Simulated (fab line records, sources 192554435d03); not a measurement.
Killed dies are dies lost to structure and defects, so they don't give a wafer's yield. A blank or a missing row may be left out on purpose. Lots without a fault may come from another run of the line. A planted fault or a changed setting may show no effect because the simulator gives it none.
Chamber matching | flow n5_finfet | N5_BEOL_M1_ALD_84 on ald_metal-01: 4 sister chambers
The step deposits TaN, pulse time 2 s, purge time 3 s, co reactant purge time 2 s. 8 wafers are shown with their chamber, then 7 later ones without.

WAFERS WITH THEIR CHAMBER
wafer  | chamber | heater_power_w (W) | heater_power_outer_w (W)
L078.3 | 3       | 408                | 228
L078.4 | 1       | 373                | 216
L082.5 | 3       | 411                | 229
L085.2 | 2       | 367                | 203
L085.3 | 0       | 405                | 213
L085.5 | 0       | 398                | 211
L086.1 | 1       | 365                | 213
L086.3 | 2       | 369                | 204

WAFERS WITHOUT THEIR CHAMBER
wafer  | heater_power_w (W) | heater_power_outer_w (W)
L086.5 | 411                | 206
L087.1 | 368                | 220
L087.3 | 398                | 209
L087.6 | 365                | 216
L095.1 | 361                | 217
L095.4 | 374                | 203
L095.5 | 396                | 209

WHICH CHAMBER EACH WENT THROUGH
wafer  | from the rows above | in truth
L086.5 | 0                   | 0
L087.1 | 1                   | 1
L087.3 | 0                   | 0
L087.6 | 1                   | 1
L095.1 | 1                   | 1
L095.4 | 2                   | 2
L095.5 | 0                   | 0
Placed correctly: 7 of 7. Can't be placed from these rows: 0. Placed wrongly: 0.
How it was worked out, from the rows above alone: a wafer's distance from a chamber is the root of the sum, over the readings, of the square of ((its reading less the chamber's mean) divided by the reading's scatter). The wafer belongs to the nearest chamber; if the next one is less than 2 further off, it can't be placed. A chamber's mean is the mean of its shown wafers. The scatter: the root of (the sum of the squares of (reading less its chamber's mean) over the shown wafers, divided by (wafers less chambers)).
